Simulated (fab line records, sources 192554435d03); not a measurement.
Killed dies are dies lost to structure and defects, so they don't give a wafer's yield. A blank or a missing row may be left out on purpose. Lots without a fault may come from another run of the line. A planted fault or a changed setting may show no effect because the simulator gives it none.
One fault seen from 3 desks | flow n5_finfet | each desk has only its own numbers; what lay behind them comes last

THE DEFECT DESK
What the inspections along the route counted, lot by lot: means of the sampled wafers that have a number. A lot is out of limits, marked OUT, if its mean lies more than 4 standard deviations from the usual mean; the brackets give that distance.
Columns: A = raw_defect_count at N5_FIN_CUT_INSPECT_10, usual 42; B = raw_defect_count at N5_FIN_CUT_INSPECT_17, usual 228
lot  | first seen here | A              | B
L770 | day 5 14:56     | 45             | 214
L774 | day 6 17:12     | 39             | 221
L775 | day 6 22:02     | 129 (+7.9) OUT | 316
This desk's finding: out of limits on L775; first on L775, day 6 22:02 (raw_defect_count at N5_FIN_CUT_INSPECT_10). In limits: L770, L774.

THE METROLOGY DESK
What the gauges read, lot by lot, whatever tool the lot ran on: means of the sampled wafers that have a number. A lot is out of limits, marked OUT, if its mean lies more than 4 standard deviations from the usual mean; the brackets give that distance. Of its 10 readings 7 are shown: those that lie furthest out on some lot.
Columns: A = DIBL_P at N5_BEOL_M4_RC_MEAS_101, usual 36.2 mV/V; B = IOFF_N at N5_BEOL_M4_RC_MEAS_101, usual 0.160 nA/um; C = IOFF_P at N5_BEOL_M4_RC_MEAS_101, usual 0.211 nA/um; D = ION_P at N5_BEOL_M4_RC_MEAS_101, usual 463 uA/um; E = SS_P at N5_BEOL_M4_RC_MEAS_101, usual 73.3 mV/dec; F = VT_N at N5_BEOL_M4_RC_MEAS_101, usual 249.3 mV; G = VT_P at N5_BEOL_M4_RC_MEAS_101, usual -250.1 mV
lot  | first seen here | A    | B     | C     | D   | E    | F     | G
L770 | day 11 09:48    | 35.9 | 0.184 | 0.239 | 471 | 73.9 | 244.9 | -246.2
L775 | day 12 12:16    | 34.4 | 0.151 | 0.189 | 460 | 73.0 | 248.6 | -252.9
L774 | day 12 19:27    | 35.6 | 0.169 | 0.216 | 468 | 73.1 | 245.8 | -249.9
This desk's finding: nothing out of limits on any of the 3 lots.

THE TOOL OWNER'S DESK: vapor_etch-02
The tool's own readings at N5_FIN_SAQP_RECESS_75 (chemistry HF/NH3, target SiO2, target depth 14.4 nm, afs cycles 3, sublimation time 60 s): means of the sampled wafers that have a number, for each lot that ran on this tool. A lot is out of limits, marked OUT, if its mean lies more than 4 standard deviations from the usual mean; the brackets give that distance.
Columns: A = drypump_motor_current_A at N5_FIN_SAQP_RECESS_75, usual 5.8 A; B = foreline_p_Torr at N5_FIN_SAQP_RECESS_75, usual 0.1280 Torr; C = temp_c at N5_FIN_SAQP_RECESS_75, usual 30.02 C
lot  | first seen here | A   | B      | C
L770 | day 5 10:42     | 6.1 | 0.1276 | 30.02
L775 | day 6 16:44     | 6.3 | 0.1281 | 30.04
This desk's finding: nothing out of limits on any of the 2 lots.

PUT TOGETHER
The defect desk could have raised an alarm at day 6 22:02, on L775.
The metrology desk saw nothing out of limits.
The tool owner's desk saw nothing out of limits.
The metrology desk has L775 on record, within its limits.
The tool owner's desk has L775 on record, within its limits.
Of the lots named, all ran N5_FIN_SAQP_RECESS_75 on vapor_etch-02.

WHAT THE SIMULATOR HAD PUT IN
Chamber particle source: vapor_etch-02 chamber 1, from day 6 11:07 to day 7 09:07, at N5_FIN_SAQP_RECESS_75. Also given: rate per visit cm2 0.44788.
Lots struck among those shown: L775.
Hours from the fault's start to each desk's first reading out of limits: the defect desk, 11.
